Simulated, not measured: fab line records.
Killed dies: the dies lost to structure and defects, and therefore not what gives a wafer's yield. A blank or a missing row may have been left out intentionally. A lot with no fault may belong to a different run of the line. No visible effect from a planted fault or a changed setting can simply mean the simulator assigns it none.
Comparing a struck lot with a sound one    flow n5 finfet    41 steps out of a route of 1938
Sound: the wafers L949.1, L949.2, L949.3. Struck: wafers L966.4, L966.5 (left out: L966.3, a lot-mate that was not struck); the cause follows at the end.
Order at every step that has rows: each side's tool, ch and its chambers, its first start. Under that, the readings that differ: sound wafers    struck wafers    difference of the means    sigmas: that difference in standard deviations of wafers without a fault.
alike: same words and numbers on both sides, and readings whose means sit less than 2 such deviations apart. not compared: any withheld reading, any reading some wafer has no value for, any bound like >300 that may hide the same value, and any number with overlapping values for which the record gives no deviation.
Wherever a step has rows on one side only, a row that says differs or no value, or a row with sigmas, the two part there. When numbers do not overlap yet have no deviation, they are printed without sigmas and do not part them. Lack of a reading on every wafer of one side parts them only where that side has two or more wafers.

first, 4 steps without rows for these wafers: N5_BEOL_M6_HM_STRIP_39 (strips TiN in peroxide tin strip, target depth 25 nm, time 158 s); N5_BEOL_M6_SRD_40 (time 30 s); N5_BEOL_M6_PRECLEAN_42 (cleans in residue remover, time 60 s); N5_BEOL_M6_SRD_43 (time 30 s).
N5_BEOL_M6_CD_MEAS_35: target cd 40 nm, target cd y 28 nm.
  struck on cd sem-02, day 13 05:08; sound on cd sem-03, day 8 05:59
  alike: cd nm
N5_BEOL_M6_CURE_75: cures SiCOH lowk, time 120 s.
  sound on uv cure-02 ch 0, day 8 06:02; struck on uv cure-03 ch 2, day 13 05:16
  alike: lamp power pct, wafer_temp_C_max
then, 3 steps without rows for these wafers: N5_BEOL_M6_DEGAS_44 (time 60 s); N5_BEOL_M6_PRE_CLEAN_45 (time 30 s); N5_BEOL_M6_ALD_77 (deposits TaN, target thk 2 nm, pulse time 2 s, purge time 3 s).
N5_BEOL_M6_SURFACE_TREAT_79:
  struck on pvd sputter-02, day 13 06:29; sound on pvd sputter-01, day 8 07:14
  not compared: throttle valve pct
then, 2 steps without rows for these wafers: N5_BEOL_M6_CVD_78 (deposits Co from CCTBA/H2, target thk 2 nm, time 142.3 s); N5_BEOL_M6_SPUTTER_48 (material Cu, target thk 10 nm, time 1.667 s).
N5_BEOL_M6_ECD_50: material Cu, target thk 300 nm.
  sound on ecd cu-02 ch 0,1, day 8 07:33; struck on ecd cu-01 ch 0,1, day 13 06:56
then, 2 steps without rows for these wafers: N5_BEOL_M6_ANNEAL_51 (time 90 s); N5_BEOL_M6_CMP_52 (polishes, stops on SiCOH lowk, t overpolish 6.9 s, target thk 80 nm).
N5_BEOL_M6_THK_MEAS_53: measures by xrf.
  struck on film metro-02, day 13 07:44; sound on film metro-01, day 8 08:17
  alike: M6_THK
then, 2 steps without rows for these wafers: N5_BEOL_M6_PRE_CLEAN_55 (time 15 s); N5_BEOL_M6_DEP_56 (deposits SiCN from 3MS/NH3, target thk 10 nm, time 17.5 s).
N5_BEOL_M6_RS_MEAS_57: uses a four-point probe to measure.
  struck on film metro-01, day 13 07:52; sound on film metro-01, day 8 08:25
  alike: M6_RS
N5_BEOL_M7_ILD_DEP_00: deposits SiCOH lowk from DEMS/porogen, target thk 179.75 nm, time 33.4 s.
  sound on pecvd-02 ch 0,1,2, day 8 08:28; struck on pecvd-02 ch 0,2, day 13 07:56
reading                sound          struck  difference                     sigmas
since wet clean h (h)  1787 308 1062  - -     no value on the struck wafers  
  alike: heater power w, showerhead plenum p Torr, throttle valve pct
then, 1 step without rows for these wafers: N5_BEOL_M7_CURE_74 (cures SiCOH lowk, time 240 s).
N5_BEOL_M7_THK_MEAS_01:
  struck on film metro-02, day 13 08:31; sound on film metro-01, day 8 09:03
reading          sound              struck       difference  sigmas
M7_ILD_THK (nm)  150.2 151.4 151.5  156.5 157.6  +6.0        +3
N5_BEOL_M7_PECVD_70: deposits SiO2 from TEOS/O2, target thk 20 nm, time 22.7 s.
  sound on pecvd-04 ch 1,2, day 8 09:05; struck on pecvd-04 ch 0,2, day 13 08:32
  alike: heater power w, showerhead plenum p Torr, throttle valve pct
  not compared: since wet clean h
N5_BEOL_M7_HM_DEP_02: deposits TiN, target thk 20 nm.
  struck on pvd sputter-01, day 13 10:27; sound on pvd sputter-02, day 8 09:46
reading                 sound           struck     difference  sigmas
throttle valve pct (%)  29.2 29.3 29.0  30.6 31.9  +2.1        +2
then, 8 steps without rows for these wafers: N5_BEOL_M7_COAT_59 (time 60 s, resist thk 100 nm); N5_BEOL_M7_COAT_60 (time 60 s, resist thk 35 nm); N5_BEOL_M7_COAT_05 (resist thk 90 nm); N5_BEOL_M7_EBR_07; N5_BEOL_M7_SOFTBAKE_06 (time 60 s); N5_BEOL_M7_EXPOSE_08 (exposes mask M7); N5_BEOL_M7_PEB_09 (peb time 60 s); N5_BEOL_M7_DEVELOP_10 (develop time 30 s).
N5_BEOL_M7_CD_MEAS_11: target cd 38.5 nm.
  sound on cd sem-02 ch 0, day 8 10:16; struck on cd sem-03 ch 0, day 13 10:57
  alike: cd nm
N5_BEOL_M7_OVL_MEAS_12:
  sound on overlay-02 ch 0, day 8 10:18; struck on overlay-02 ch 0, day 13 10:59
reading      sound         struck     difference  sigmas
M7_OVL (nm)  -0.1 0.6 0.3  -3.0 -1.2  -2.4        -3
then, 6 steps without rows for these wafers: N5_BEOL_M7_DESCUM_16 (chemistry O2, time 7.9 s); N5_BEOL_M7_ETCH_61 (etches SiARC in CF4, target depth 45.5 nm, time 75.8 s); N5_BEOL_M7_ETCH_62 (etches SOC in N2/H2, target depth 110 nm, overetch 22 nm, time 165 s); N5_BEOL_M7_STRIP_68 (strips in N2/H2); N5_BEOL_M7_STRIP_67 (strips in CF4); N5_BEOL_M7_HM_OPEN_17 (chemistry Cl2/BCl3, target TiN, target depth 20 nm, overetch 6 nm).
-- a jump in the record: the struck wafers' starts before and after are 4 days apart (it breaks off in module BEOL_M7 and resumes in module PASSIVATION, where the first step shown is number 1936 of the route) --
N5_PASSIVATION_PROBE_49:
  record: rows for the struck wafers here (prober-01, day 16 23:26), none for the sound ones

WHERE THEY PART
First at N5_BEOL_M7_ILD_DEP_00; last, within this record, at N5_PASSIVATION_PROBE_49.

WHY: what had been put in by the simulator
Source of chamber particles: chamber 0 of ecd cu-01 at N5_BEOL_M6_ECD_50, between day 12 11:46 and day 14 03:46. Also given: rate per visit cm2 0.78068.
